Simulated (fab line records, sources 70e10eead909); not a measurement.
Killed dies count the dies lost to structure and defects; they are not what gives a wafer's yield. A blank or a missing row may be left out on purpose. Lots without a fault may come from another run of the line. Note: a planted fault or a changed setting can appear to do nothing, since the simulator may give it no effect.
Which tool was responsible? / flow nandHarc / 24 lots with 72 wafers sampled at 6 steps, on a route of 1159 steps

## WHAT THE GAUGES SHOWED, per wafer
NHARC_A_CONTACT_INSPECT_71. Usual: rawDefectCount 28, standard deviation 14.
lot=L074; measured=day 16 13:07; on=defectInspect-02; rawDefectCount=25 26 22; flag=
lot=L076; measured=day 17 06:10; on=defectInspect-01; rawDefectCount=32 26 35; flag=
lot=L077; measured=day 16 23:14; on=defectInspect-02; rawDefectCount=19 16 15; flag=
lot=L075; measured=day 17 01:17; on=defectInspect-01; rawDefectCount=7 7 9; flag=
lot=L078; measured=day 17 08:35; on=defectInspect-01; rawDefectCount=20 29 33; flag=
lot=L080; measured=day 18 02:25; on=defectInspect-02; rawDefectCount=18 16 21; flag=
lot=L079; measured=day 18 04:28; on=defectInspect-01; rawDefectCount=29 29 27; flag=
lot=L083; measured=day 18 18:26; on=defectInspect-01; rawDefectCount=34 23 30; flag=
lot=L081; measured=day 18 16:49; on=defectInspect-02; rawDefectCount=30 28 17; flag=
lot=L084; measured=day 19 03:43; on=defectInspect-02; rawDefectCount=12 7 11; flag=
lot=L082; measured=day 19 04:25; on=defectInspect-01; rawDefectCount=27 26 30; flag=
lot=L085; measured=day 19 20:20; on=defectInspect-02; rawDefectCount=22 27 31; flag=
lot=L089; measured=day 19 23:49; on=defectInspect-02; rawDefectCount=44 33 23; flag=
lot=L087; measured=day 19 18:13; on=defectInspect-01; rawDefectCount=13 9 6; flag=
lot=L086; measured=day 20 02:40; on=defectInspect-01; rawDefectCount=39 48 50; flag=
lot=L090; measured=day 20 14:21; on=defectInspect-02; rawDefectCount=44 48 38; flag=
lot=L088; measured=day 20 16:29; on=defectInspect-02; rawDefectCount=23 39 33; flag=
lot=L091; measured=day 21 04:25; on=defectInspect-01; rawDefectCount=19 15 10; flag=
lot=L092; measured=day 21 05:54; on=defectInspect-02; rawDefectCount=58 65 53; flag=
lot=L094; measured=day 21 19:14; on=defectInspect-02; rawDefectCount=61 62 54; flag=
lot=L093; measured=day 21 23:30; on=defectInspect-02; rawDefectCount=25 26 25; flag=
lot=L095; measured=day 22 01:44; on=defectInspect-02; rawDefectCount=57 37 51; flag=
lot=L096; measured=day 22 20:40; on=defectInspect-02; rawDefectCount=12 14 21; flag=
lot=L097; measured=day 23 11:56; on=defectInspect-01; rawDefectCount=22 27 18; flag=

## EACH LOT AND THE TOOL THAT RAN IT (in order: tool; ch and the chambers of the sampled wafers; start)
lot=L074; NHARC_A_WL_FILL_ETCHBACK_04=rieMetal-02 ch 0,1, day 15 03:02; NHARC_A_WL_FILL_ALD_10=aldHk-01 ch 0,1, day 15 08:49; NHARC_A_CONTACT_ETCH_115=harCapEtch-01 ch 0,1, day 16 06:44; NHARC_A_CONTACT_ETCH_121=harCapEtch-01 ch 0,1, day 16 07:17; NHARC_A_CONTACT_ETCH_96=rieDiel-01 ch 0,2, day 16 13:07 or earlier
lot=L076; NHARC_A_WL_FILL_ETCHBACK_04=rieMetal-02 ch 0,1, day 15 11:41; NHARC_A_WL_FILL_ALD_10=aldHk-02 ch 0,1,3, day 15 18:02; NHARC_A_CONTACT_ETCH_115=harCapEtch-01 ch 0,1, day 17 00:56; NHARC_A_CONTACT_ETCH_121=harCapEtch-01 ch 0,1, day 17 01:29; NHARC_A_CONTACT_ETCH_96=rieDiel-01 ch 0,1,3, day 17 06:10 or earlier
lot=L077; NHARC_A_WL_FILL_ETCHBACK_04=rieMetal-03 ch 0,1, day 15 11:59; NHARC_A_WL_FILL_ALD_10=aldHk-03 ch 1,2,3, day 15 18:25; NHARC_A_CONTACT_ETCH_115=harCapEtch-02 ch 0,1, day 16 18:17; NHARC_A_CONTACT_ETCH_121=harCapEtch-02 ch 0,1, day 16 18:50; NHARC_A_CONTACT_ETCH_96=rieDiel-01 ch 0,2, day 16 23:14 or earlier
lot=L075; NHARC_A_WL_FILL_ETCHBACK_04=rieMetal-03 ch 0,1, day 15 14:31; NHARC_A_WL_FILL_ALD_10=aldHk-01 ch 1,2,3, day 15 17:32; NHARC_A_CONTACT_ETCH_115=harCapEtch-03 ch 0,1, day 16 20:02; NHARC_A_CONTACT_ETCH_121=harCapEtch-03 ch 0,1, day 16 20:35; NHARC_A_CONTACT_ETCH_96=rieDiel-01 ch 0,2,3, day 17 01:17 or earlier
lot=L078; NHARC_A_WL_FILL_ETCHBACK_04=rieMetal-02 ch 0,1, day 15 19:44; NHARC_A_WL_FILL_ALD_10=aldHk-02 ch 0,1,2, day 16 04:03; NHARC_A_CONTACT_ETCH_115=harCapEtch-01 ch 0,1, day 17 03:30; NHARC_A_CONTACT_ETCH_121=harCapEtch-01 ch 0,1, day 17 04:03; NHARC_A_CONTACT_ETCH_96=rieDiel-01 ch 1,2,3, day 17 08:35 or earlier
lot=L080; NHARC_A_WL_FILL_ETCHBACK_04=rieMetal-01 ch 0,1, day 16 14:58; NHARC_A_WL_FILL_ALD_10=aldHk-03 ch 1,3, day 16 21:18; NHARC_A_CONTACT_ETCH_115=harCapEtch-03 ch 0,1, day 17 20:28; NHARC_A_CONTACT_ETCH_121=harCapEtch-03 ch 0,1, day 17 21:01; NHARC_A_CONTACT_ETCH_96=rieDiel-02 ch 0,2,3, day 18 02:25 or earlier
lot=L079; NHARC_A_WL_FILL_ETCHBACK_04=rieMetal-02 ch 0,1, day 16 16:23; NHARC_A_WL_FILL_ALD_10=aldHk-01 ch 0,1,3, day 16 21:18; NHARC_A_CONTACT_ETCH_115=harCapEtch-02 ch 0,1, day 17 22:43; NHARC_A_CONTACT_ETCH_121=harCapEtch-02 ch 0,1, day 17 23:16; NHARC_A_CONTACT_ETCH_96=rieDiel-01 ch 0,2,3, day 18 04:28 or earlier
lot=L083; NHARC_A_WL_FILL_ETCHBACK_04=rieMetal-03 ch 0,1, day 17 07:45; NHARC_A_WL_FILL_ALD_10=aldHk-01 ch 0,1,2, day 17 13:22; NHARC_A_CONTACT_ETCH_115=harCapEtch-03 ch 0,1, day 18 13:16; NHARC_A_CONTACT_ETCH_121=harCapEtch-03 ch 0,1, day 18 13:48; NHARC_A_CONTACT_ETCH_96=rieDiel-02 ch 0,2,3, day 18 18:26 or earlier
lot=L081; NHARC_A_WL_FILL_ETCHBACK_04=rieMetal-01 ch 0,1, day 17 10:45; NHARC_A_WL_FILL_ALD_10=aldHk-03 ch 1,2,3, day 17 14:56; NHARC_A_CONTACT_ETCH_115=harCapEtch-02 ch 0,1, day 18 11:08; NHARC_A_CONTACT_ETCH_121=harCapEtch-02 ch 0,1, day 18 11:41; NHARC_A_CONTACT_ETCH_96=rieDiel-12 ch 1,2,3, day 18 12:38
lot=L084; NHARC_A_WL_FILL_ETCHBACK_04=rieMetal-02 ch 0,1, day 17 15:01; NHARC_A_WL_FILL_ALD_10=aldHk-01 ch 0,3, day 17 20:35; NHARC_A_CONTACT_ETCH_115=harCapEtch-01 ch 0, day 18 22:35; NHARC_A_CONTACT_ETCH_121=harCapEtch-01 ch 0, day 18 23:07; NHARC_A_CONTACT_ETCH_96=rieDiel-12 ch 2,3, day 19 00:04
lot=L082; NHARC_A_WL_FILL_ETCHBACK_04=rieMetal-01 ch 0,1, day 17 17:46; NHARC_A_WL_FILL_ALD_10=aldHk-02 ch 0,2,3, day 17 21:37; NHARC_A_CONTACT_ETCH_115=harCapEtch-02 ch 0,1, day 18 23:02; NHARC_A_CONTACT_ETCH_121=harCapEtch-02 ch 0,1, day 18 23:35; NHARC_A_CONTACT_ETCH_96=rieDiel-01 ch 0,2, day 19 00:31
lot=L085; NHARC_A_WL_FILL_ETCHBACK_04=rieMetal-02 ch 0,1, day 18 07:32; NHARC_A_WL_FILL_ALD_10=aldHk-01 ch 0,1,2, day 18 16:33; NHARC_A_CONTACT_ETCH_115=harCapEtch-02 ch 0,1, day 19 14:42; NHARC_A_CONTACT_ETCH_121=harCapEtch-02 ch 0,1, day 19 15:15; NHARC_A_CONTACT_ETCH_96=rieDiel-12 ch 1,2,3, day 19 16:10
lot=L089; NHARC_A_WL_FILL_ETCHBACK_04=rieMetal-01 ch 0,1, day 18 07:42; NHARC_A_WL_FILL_ALD_10=aldHk-03 ch 0,1,2, day 18 16:18; NHARC_A_CONTACT_ETCH_115=harCapEtch-03 ch 0,1, day 19 18:34; NHARC_A_CONTACT_ETCH_121=harCapEtch-03 ch 0,1, day 19 19:07; NHARC_A_CONTACT_ETCH_96=rieDiel-12 ch 1,3, day 19 20:04
lot=L087; NHARC_A_WL_FILL_ETCHBACK_04=rieMetal-03 ch 0,1, day 18 10:20; NHARC_A_WL_FILL_ALD_10=aldHk-02 ch 0,2,3, day 18 15:55; NHARC_A_CONTACT_ETCH_115=harCapEtch-03 ch 1, day 19 12:59; NHARC_A_CONTACT_ETCH_121=harCapEtch-03 ch 1, day 19 13:31; NHARC_A_CONTACT_ETCH_96=rieDiel-12 ch 1,2,3, day 19 14:28
lot=L086; NHARC_A_WL_FILL_ETCHBACK_04=rieMetal-02 ch 0,1, day 18 10:35; NHARC_A_WL_FILL_ALD_10=aldHk-03 ch 1,2, day 18 18:36; NHARC_A_CONTACT_ETCH_115=harCapEtch-02 ch 0,1, day 19 20:18; NHARC_A_CONTACT_ETCH_121=harCapEtch-02 ch 0,1, day 19 20:51; NHARC_A_CONTACT_ETCH_96=rieDiel-01 ch 0,1, day 20 02:40 or earlier
lot=L090; NHARC_A_WL_FILL_ETCHBACK_04=rieMetal-03 ch 0,1, day 19 00:38; NHARC_A_WL_FILL_ALD_10=aldHk-01 ch 0,1,3, day 19 11:29; NHARC_A_CONTACT_ETCH_115=harCapEtch-02 ch 0,1, day 20 09:14; NHARC_A_CONTACT_ETCH_121=harCapEtch-02 ch 0,1, day 20 09:46; NHARC_A_CONTACT_ETCH_96=rieDiel-02 ch 0,1,2, day 20 14:21 or earlier
lot=L088; NHARC_A_WL_FILL_ETCHBACK_04=rieMetal-02 ch 0,1, day 19 00:43; NHARC_A_WL_FILL_ALD_10=aldHk-02 ch 0,1,2, day 19 09:24; NHARC_A_CONTACT_ETCH_115=harCapEtch-03 ch 0,1, day 20 10:35; NHARC_A_CONTACT_ETCH_121=harCapEtch-03 ch 0,1, day 20 11:08; NHARC_A_CONTACT_ETCH_96=rieDiel-01 ch 0,3, day 20 16:29 or earlier
lot=L091; NHARC_A_WL_FILL_ETCHBACK_04=rieMetal-01 ch 0,1, day 19 15:10; NHARC_A_WL_FILL_ALD_10=aldHk-02 ch 0,2, day 19 22:55; NHARC_A_CONTACT_ETCH_115=harCapEtch-01 ch 1, day 20 20:17; NHARC_A_CONTACT_ETCH_121=harCapEtch-01 ch 1, day 20 20:50; NHARC_A_CONTACT_ETCH_96=rieDiel-01 ch 0,1,3, day 21 04:25 or earlier
lot=L092; NHARC_A_WL_FILL_ETCHBACK_04=rieMetal-03 ch 0,1, day 19 16:22; NHARC_A_WL_FILL_ALD_10=aldHk-03 ch 0,1,3, day 19 22:55; NHARC_A_CONTACT_ETCH_115=harCapEtch-02 ch 0,1, day 20 20:27; NHARC_A_CONTACT_ETCH_121=harCapEtch-02 ch 0,1, day 20 20:59; NHARC_A_CONTACT_ETCH_96=rieDiel-12 ch 1,2,3, day 21 05:54 or earlier
lot=L094; NHARC_A_WL_FILL_ETCHBACK_04=rieMetal-02 ch 0,1, day 20 05:53; NHARC_A_WL_FILL_ALD_10=aldHk-02 ch 0,2,3, day 20 13:05; NHARC_A_CONTACT_ETCH_115=harCapEtch-01 ch 0,1, day 21 13:31; NHARC_A_CONTACT_ETCH_121=harCapEtch-01 ch 0,1, day 21 14:04; NHARC_A_CONTACT_ETCH_96=rieDiel-02 ch 0,2,3, day 21 19:14 or earlier
lot=L093; NHARC_A_WL_FILL_ETCHBACK_04=rieMetal-03 ch 0,1, day 20 06:35; NHARC_A_WL_FILL_ALD_10=aldHk-01 ch 0,2, day 20 12:34; NHARC_A_CONTACT_ETCH_115=harCapEtch-02 ch 0,1, day 21 15:35; NHARC_A_CONTACT_ETCH_121=harCapEtch-02 ch 0,1, day 21 16:07; NHARC_A_CONTACT_ETCH_96=rieDiel-02 ch 0,2, day 21 23:30 or earlier
lot=L095; NHARC_A_WL_FILL_ETCHBACK_04=rieMetal-02 ch 0, day 20 09:25; NHARC_A_WL_FILL_ALD_10=aldHk-03 ch 2,3, day 20 14:59; NHARC_A_CONTACT_ETCH_115=harCapEtch-01 ch 0, day 21 20:37; NHARC_A_CONTACT_ETCH_121=harCapEtch-01 ch 0, day 21 21:10; NHARC_A_CONTACT_ETCH_96=rieDiel-02 ch 1,2, day 22 01:44 or earlier
lot=L096; NHARC_A_WL_FILL_ETCHBACK_04=rieMetal-02 ch 0,1, day 21 10:24; NHARC_A_WL_FILL_ALD_10=aldHk-01 ch 0,1,3, day 21 16:02; NHARC_A_CONTACT_ETCH_115=harCapEtch-03 ch 0, day 22 15:32; NHARC_A_CONTACT_ETCH_121=harCapEtch-03 ch 0, day 22 16:08; NHARC_A_CONTACT_ETCH_96=rieDiel-01 ch 1,3, day 22 20:40 or earlier
lot=L097; NHARC_A_WL_FILL_ETCHBACK_04=rieMetal-02 ch 0,1, day 21 14:44; NHARC_A_WL_FILL_ALD_10=aldHk-01 ch 0,2, day 22 00:41; NHARC_A_CONTACT_ETCH_115=harCapEtch-01 ch 0,1, day 23 03:44; NHARC_A_CONTACT_ETCH_121=harCapEtch-01 ch 0,1, day 23 04:17; NHARC_A_CONTACT_ETCH_96=rieDiel-01 ch 0,1,2, day 23 11:56 or earlier
- NHARC_A_WL_FILL_ETCHBACK_04: etches the open film in NF3, target depth 60 nm, time 120 s.
- NHARC_A_WL_FILL_ALD_10: deposits SiO2, target thk 50 nm, pulse time 10 s, ald cycles 500.
- NHARC_A_CONTACT_ETCH_115: etches the open film in C4F8/O2/Ar, time 94 s, target depth 922 nm.
- NHARC_A_CONTACT_ETCH_121: etches the open film in C4F8/O2/Ar, time 94 s, target depth 922 nm.
- NHARC_A_CONTACT_ETCH_96: etches the open film in C4F6/O2, target depth 20 nm, time 10 s.

## AS READ BY THE TOOLS THEMSELVES (means over the sampled wafers that have a number; for cases with no such wafer, the mark the record gives instead)
NHARC_A_WL_FILL_ETCHBACK_04. Usual: drypumpMotorCurrentA 5.8 A, standard deviation 0.38; oesProductAu 0.998 a.u., standard deviation 0.01.
lot=L074; tool=rieMetal-02; drypumpMotorCurrentA (A)=5.8; oesProductAu (a.u.)=0.994; flag=
lot=L076; tool=rieMetal-02; drypumpMotorCurrentA (A)=6.0; oesProductAu (a.u.)=0.989; flag=
lot=L077; tool=rieMetal-03; drypumpMotorCurrentA (A)=5.6; oesProductAu (a.u.)=1.011; flag=
lot=L075; tool=rieMetal-03; drypumpMotorCurrentA (A)=5.8; oesProductAu (a.u.)=0.997; flag=
lot=L078; tool=rieMetal-02; drypumpMotorCurrentA (A)=5.7; oesProductAu (a.u.)=0.995; flag=
lot=L080; tool=rieMetal-01; drypumpMotorCurrentA (A)=6.0; oesProductAu (a.u.)=1.003; flag=
lot=L079; tool=rieMetal-02; drypumpMotorCurrentA (A)=6.0; oesProductAu (a.u.)=0.981; flag=
lot=L083; tool=rieMetal-03; drypumpMotorCurrentA (A)=5.6; oesProductAu (a.u.)=1.012; flag=
lot=L081; tool=rieMetal-01; drypumpMotorCurrentA (A)=6.0; oesProductAu (a.u.)=1.007; flag=
lot=L084; tool=rieMetal-02; drypumpMotorCurrentA (A)=6.0; oesProductAu (a.u.)=1.004; flag=
lot=L082; tool=rieMetal-01; drypumpMotorCurrentA (A)=6.0; oesProductAu (a.u.)=0.996; flag=
lot=L085; tool=rieMetal-02; drypumpMotorCurrentA (A)=5.7; oesProductAu (a.u.)=0.993; flag=
lot=L089; tool=rieMetal-01; drypumpMotorCurrentA (A)=6.0; oesProductAu (a.u.)=1.009; flag=
lot=L087; tool=rieMetal-03; drypumpMotorCurrentA (A)=5.6; oesProductAu (a.u.)=0.993; flag=
lot=L086; tool=rieMetal-02; drypumpMotorCurrentA (A)=5.7; oesProductAu (a.u.)=1.000; flag=
lot=L090; tool=rieMetal-03; drypumpMotorCurrentA (A)=5.8; oesProductAu (a.u.)=0.992; flag=
lot=L088; tool=rieMetal-02; drypumpMotorCurrentA (A)=5.8; oesProductAu (a.u.)=0.995; flag=
lot=L091; tool=rieMetal-01; drypumpMotorCurrentA (A)=5.9; oesProductAu (a.u.)=1.006; flag=
lot=L092; tool=rieMetal-03; drypumpMotorCurrentA (A)=5.8; oesProductAu (a.u.)=1.007; flag=
lot=L094; tool=rieMetal-02; drypumpMotorCurrentA (A)=6.0; oesProductAu (a.u.)=0.997; flag=
lot=L093; tool=rieMetal-03; drypumpMotorCurrentA (A)=5.6; oesProductAu (a.u.)=1.002; flag=
lot=L095; tool=rieMetal-02; drypumpMotorCurrentA (A)=5.4; oesProductAu (a.u.)=0.992; flag=
lot=L096; tool=rieMetal-02; drypumpMotorCurrentA (A)=6.0; oesProductAu (a.u.)=0.988; flag=
lot=L097; tool=rieMetal-02; drypumpMotorCurrentA (A)=5.7; oesProductAu (a.u.)=0.994; flag=

NHARC_A_WL_FILL_ALD_10. Usual: heaterPowerW 460 W, standard deviation 40; precursorPulseHeightRel 0.998, standard deviation 0.018; susceptorTempC 300.01 C, standard deviation 0.18.
lot=L074; tool=aldHk-01; heaterPowerW (W)=460; precursorPulseHeightRel=0.991; susceptorTempC (C)=300.03; flag=
lot=L076; tool=aldHk-02; heaterPowerW (W)=485; precursorPulseHeightRel=1.011; susceptorTempC (C)=300.04; flag=
lot=L077; tool=aldHk-03; heaterPowerW (W)=467; precursorPulseHeightRel=1.000; susceptorTempC (C)=300.18; flag=
lot=L075; tool=aldHk-01; heaterPowerW (W)=452; precursorPulseHeightRel=0.989; susceptorTempC (C)=300.09; flag=
lot=L078; tool=aldHk-02; heaterPowerW (W)=479; precursorPulseHeightRel=0.998; susceptorTempC (C)=299.93; flag=
lot=L080; tool=aldHk-03; heaterPowerW (W)=514; precursorPulseHeightRel=1.000; susceptorTempC (C)=299.98; flag=
lot=L079; tool=aldHk-01; heaterPowerW (W)=466; precursorPulseHeightRel=1.008; susceptorTempC (C)=300.17; flag=
lot=L083; tool=aldHk-01; heaterPowerW (W)=462; precursorPulseHeightRel=0.997; susceptorTempC (C)=300.00; flag=
lot=L081; tool=aldHk-03; heaterPowerW (W)=461; precursorPulseHeightRel=0.993; susceptorTempC (C)=299.93; flag=
lot=L084; tool=aldHk-01; heaterPowerW (W)=467; precursorPulseHeightRel=1.000; susceptorTempC (C)=299.80; flag=
lot=L082; tool=aldHk-02; heaterPowerW (W)=461; precursorPulseHeightRel=0.994; susceptorTempC (C)=300.03; flag=
lot=L085; tool=aldHk-01; heaterPowerW (W)=455; precursorPulseHeightRel=0.996; susceptorTempC (C)=300.02; flag=
lot=L089; tool=aldHk-03; heaterPowerW (W)=441; precursorPulseHeightRel=0.991; susceptorTempC (C)=300.10; flag=
lot=L087; tool=aldHk-02; heaterPowerW (W)=455; precursorPulseHeightRel=0.988; susceptorTempC (C)=299.84; flag=
lot=L086; tool=aldHk-03; heaterPowerW (W)=427; precursorPulseHeightRel=1.000; susceptorTempC (C)=300.03; flag=
lot=L090; tool=aldHk-01; heaterPowerW (W)=457; precursorPulseHeightRel=0.992; susceptorTempC (C)=299.94; flag=
lot=L088; tool=aldHk-02; heaterPowerW (W)=488; precursorPulseHeightRel=0.995; susceptorTempC (C)=300.02; flag=
lot=L091; tool=aldHk-02; heaterPowerW (W)=445; precursorPulseHeightRel=1.013; susceptorTempC (C)=299.93; flag=
lot=L092; tool=aldHk-03; heaterPowerW (W)=493; precursorPulseHeightRel=1.005; susceptorTempC (C)=300.05; flag=
lot=L094; tool=aldHk-02; heaterPowerW (W)=442; precursorPulseHeightRel=0.995; susceptorTempC (C)=300.08; flag=
lot=L093; tool=aldHk-01; heaterPowerW (W)=445; precursorPulseHeightRel=0.994; susceptorTempC (C)=300.06; flag=
lot=L095; tool=aldHk-03; heaterPowerW (W)=459; precursorPulseHeightRel=0.998; susceptorTempC (C)=300.00; flag=
lot=L096; tool=aldHk-01; heaterPowerW (W)=455; precursorPulseHeightRel=1.014; susceptorTempC (C)=299.84; flag=
lot=L097; tool=aldHk-01; heaterPowerW (W)=455; precursorPulseHeightRel=1.001; susceptorTempC (C)=300.02; flag=

NHARC_A_CONTACT_ETCH_96. Usual: drypumpMotorCurrentA 5.8 A, standard deviation 0.48; oesProductAu 0.976 a.u., standard deviation 0.027; rfVppV 546.1 V, standard deviation 2.8; showerheadPlenumPTorr 3.89 Torr, standard deviation 0.13; throttleValvePct 26.904 %, standard deviation 0.0091.
lot=L074; tool=rieDiel-01; drypumpMotorCurrentA (A)=5.3; oesProductAu (a.u.)=1.011; rfVppV (V)=545.5; showerheadPlenumPTorr (Torr)=3.84; throttleValvePct (%)=26.892; flag=
lot=L076; tool=rieDiel-01; drypumpMotorCurrentA (A)=5.8; oesProductAu (a.u.)=0.991; rfVppV (V)=547.2; showerheadPlenumPTorr (Torr)=3.93; throttleValvePct (%)=26.912; flag=
lot=L077; tool=rieDiel-01; drypumpMotorCurrentA (A)=5.5; oesProductAu (a.u.)=0.953; rfVppV (V)=545.4; showerheadPlenumPTorr (Torr)=3.86; throttleValvePct (%)=26.909; flag=
lot=L075; tool=rieDiel-01; drypumpMotorCurrentA (A)=5.6; oesProductAu (a.u.)=0.962; rfVppV (V)=544.9; showerheadPlenumPTorr (Torr)=3.83; throttleValvePct (%)=26.907; flag=
lot=L078; tool=rieDiel-01; drypumpMotorCurrentA (A)=5.6; oesProductAu (a.u.)=0.998; rfVppV (V)=546.2; showerheadPlenumPTorr (Torr)=3.90; throttleValvePct (%)=26.916; flag=
lot=L080; tool=rieDiel-02; drypumpMotorCurrentA (A)=6.0; oesProductAu (a.u.)=0.961; rfVppV (V)=548.2; showerheadPlenumPTorr (Torr)=4.02; throttleValvePct (%)=26.900; flag=
lot=L079; tool=rieDiel-01; drypumpMotorCurrentA (A)=5.7; oesProductAu (a.u.)=0.951; rfVppV (V)=545.2; showerheadPlenumPTorr (Torr)=3.83; throttleValvePct (%)=26.905; flag=
lot=L083; tool=rieDiel-02; drypumpMotorCurrentA (A)=6.0; oesProductAu (a.u.)=0.947; rfVppV (V)=547.9; showerheadPlenumPTorr (Torr)=4.02; throttleValvePct (%)=26.908; flag=
lot=L081; tool=rieDiel-12; drypumpMotorCurrentA (A)=5.6; oesProductAu (a.u.)=1.004; rfVppV (V)=544.8; showerheadPlenumPTorr (Torr)=3.83; throttleValvePct (%)=26.904; flag=
lot=L084; tool=rieDiel-12; drypumpMotorCurrentA (A)=5.8; oesProductAu (a.u.)=1.003; rfVppV (V)=543.5; showerheadPlenumPTorr (Torr)=3.76; throttleValvePct (%)=26.910; flag=
lot=L082; tool=rieDiel-01; drypumpMotorCurrentA (A)=5.3; oesProductAu (a.u.)=1.006; rfVppV (V)=544.8; showerheadPlenumPTorr (Torr)=3.83; throttleValvePct (%)=26.909; flag=
lot=L085; tool=rieDiel-12; drypumpMotorCurrentA (A)=5.7; oesProductAu (a.u.)=1.002; rfVppV (V)=545.3; showerheadPlenumPTorr (Torr)=3.83; throttleValvePct (%)=26.903; flag=
lot=L089; tool=rieDiel-12; drypumpMotorCurrentA (A)=5.7; oesProductAu (a.u.)=1.005; rfVppV (V)=545.2; showerheadPlenumPTorr (Torr)=3.84; throttleValvePct (%)=26.908; flag=
lot=L087; tool=rieDiel-12; drypumpMotorCurrentA (A)=5.6; oesProductAu (a.u.)=0.997; rfVppV (V)=545.1; showerheadPlenumPTorr (Torr)=3.83; throttleValvePct (%)=26.908; flag=
lot=L086; tool=rieDiel-01; drypumpMotorCurrentA (A)=5.5; oesProductAu (a.u.)=0.990; rfVppV (V)=548.9; showerheadPlenumPTorr (Torr)=4.01; throttleValvePct (%)=26.901; flag=
lot=L090; tool=rieDiel-02; drypumpMotorCurrentA (A)=6.2; oesProductAu (a.u.)=0.944; rfVppV (V)=546.5; showerheadPlenumPTorr (Torr)=3.94; throttleValvePct (%)=26.899; flag=
lot=L088; tool=rieDiel-01; drypumpMotorCurrentA (A)=6.0; oesProductAu (a.u.)=0.971; rfVppV (V)=545.2; showerheadPlenumPTorr (Torr)=3.83; throttleValvePct (%)=26.902; flag=
lot=L091; tool=rieDiel-01; drypumpMotorCurrentA (A)=5.8; oesProductAu (a.u.)=1.006; rfVppV (V)=546.5; showerheadPlenumPTorr (Torr)=3.92; throttleValvePct (%)=26.906; flag=
lot=L092; tool=rieDiel-12; drypumpMotorCurrentA (A)=5.6; oesProductAu (a.u.)=0.956; rfVppV (V)=543.7; showerheadPlenumPTorr (Torr)=3.82; throttleValvePct (%)=26.907; flag=
lot=L094; tool=rieDiel-02; drypumpMotorCurrentA (A)=6.0; oesProductAu (a.u.)=0.940; rfVppV (V)=548.1; showerheadPlenumPTorr (Torr)=4.00; throttleValvePct (%)=26.908; flag=
lot=L093; tool=rieDiel-02; drypumpMotorCurrentA (A)=6.2; oesProductAu (a.u.)=0.985; rfVppV (V)=545.8; showerheadPlenumPTorr (Torr)=3.92; throttleValvePct (%)=26.899; flag=
lot=L095; tool=rieDiel-02; drypumpMotorCurrentA (A)=5.8; oesProductAu (a.u.)=0.940; rfVppV (V)=549.8; showerheadPlenumPTorr (Torr)=4.06; throttleValvePct (%)=26.895; flag=
lot=L096; tool=rieDiel-01; drypumpMotorCurrentA (A)=5.7; oesProductAu (a.u.)=0.950; rfVppV (V)=549.1; showerheadPlenumPTorr (Torr)=3.97; throttleValvePct (%)=26.903; flag=
lot=L097; tool=rieDiel-01; drypumpMotorCurrentA (A)=5.4; oesProductAu (a.u.)=0.959; rfVppV (V)=546.3; showerheadPlenumPTorr (Torr)=3.91; throttleValvePct (%)=26.900; flag=

## THE ANSWER, worked out from the rows above alone
Rule: a lot counts as off when the mean over its wafers that have a number is more than 3 standard deviations away from the usual mean. A lot without any number at a reading at which 4 lots or more have one is off too. Any other lot the step has rows for is counted as sound. The gauges are gone through in route order, then the tools' own readings, and for those a lot's mean is taken as printed above. At the first step where some lot is off, the reading lying furthest off is the one used; lots without a number count as furthest.
No lot is off on any of the readings shown, so nothing can be concluded from this.

## WHAT THE SIMULATOR HAD PUT IN
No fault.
